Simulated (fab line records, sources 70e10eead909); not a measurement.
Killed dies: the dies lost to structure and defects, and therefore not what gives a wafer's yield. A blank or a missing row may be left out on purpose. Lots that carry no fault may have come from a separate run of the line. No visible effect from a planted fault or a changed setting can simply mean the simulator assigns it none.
Which tool did it? / flow nand harc / 11 lots, 33 wafers sampled, at 2 steps of a route of 1302

WHAT THE GAUGES READ, wafer by wafer
NHARC_A_DECK1_JOINT_INSPECT_05.
lot=L075; measured=day 12 15:04; on=defect inspect-02; raw defect count=292 265 491
lot=L077; measured=day 13 20:38; on=defect inspect-02; raw defect count=303 239 294
lot=L080; measured=day 14 20:49; on=defect inspect-01; raw defect count=249 101 237
lot=L081; measured=day 15 09:07; on=defect inspect-02; raw defect count=288 242 293
lot=L083; measured=day 15 22:49; on=defect inspect-02; raw defect count=255 222 191
lot=L086; measured=day 17 07:26; on=defect inspect-01; raw defect count=514 230 243
lot=L088; measured=day 18 07:25; on=defect inspect-02; raw defect count=245 226 299
lot=L090; measured=day 19 10:03; on=defect inspect-02; raw defect count=139 108 95
lot=L092; measured=day 20 00:41; on=defect inspect-02; raw defect count=311 196 189
lot=L094; measured=day 21 00:14; on=defect inspect-02; raw defect count=493 411 345
lot=L096; measured=day 21 15:29; on=defect inspect-02; raw defect count=321 181 271

EACH LOT AND THE TOOL THAT RAN IT (in order: tool; ch and the chambers of the sampled wafers; start)
lot=L075; NHARC_A_CHANNEL_FILL_D1_ALD_16=ald hk-04 ch 0,1,2, day 9 18:59
lot=L077; NHARC_A_CHANNEL_FILL_D1_ALD_16=ald hk-01 ch 2,3, day 10 20:37
lot=L080; NHARC_A_CHANNEL_FILL_D1_ALD_16=ald hk-01 ch 0,1, day 11 13:17
lot=L081; NHARC_A_CHANNEL_FILL_D1_ALD_16=ald hk-01 ch 0,1,2, day 12 05:15
lot=L083; NHARC_A_CHANNEL_FILL_D1_ALD_16=ald hk-01 ch 0,1,3, day 13 04:29
lot=L086; NHARC_A_CHANNEL_FILL_D1_ALD_16=ald hk-03 ch 0,1,3, day 14 07:14
lot=L088; NHARC_A_CHANNEL_FILL_D1_ALD_16=ald hk-01 ch 0,2, day 15 10:25
lot=L090; NHARC_A_CHANNEL_FILL_D1_ALD_16=ald hk-01 ch 0,1,3, day 16 06:13
lot=L092; NHARC_A_CHANNEL_FILL_D1_ALD_16=ald hk-01 ch 0,1,3, day 17 00:17
lot=L094; NHARC_A_CHANNEL_FILL_D1_ALD_16=ald hk-01 ch 1,2,3, day 17 20:16
lot=L096; NHARC_A_CHANNEL_FILL_D1_ALD_16=ald hk-04 ch 0,1,2, day 18 12:32
- NHARC_A_CHANNEL_FILL_D1_ALD_16: deposits SiO2, target thk 1.5 nm, pulse time 10 s, ald cycles 15.

THE ANSWER, worked out from the rows above alone
Rule: usual is defined by the lots themselves. Put in order of their means at a reading, lots are off if they are a third of the lots or fewer, leave a main group of 4 or more, and stand apart from it by a gap of 3 or more times the standard deviation of the main group's means; of several such gaps the widest counts. The tables above print the reading to a certain number of digits; a main group whose means all agree to those digits is not used. Also off: a lot with no number at a reading for which 4 or more lots have one. Any other lot the step has rows for is counted as sound.
None of the lots is off at any reading shown; this tells nothing.

WHAT HAD BEEN PUT IN BY THE SIMULATOR
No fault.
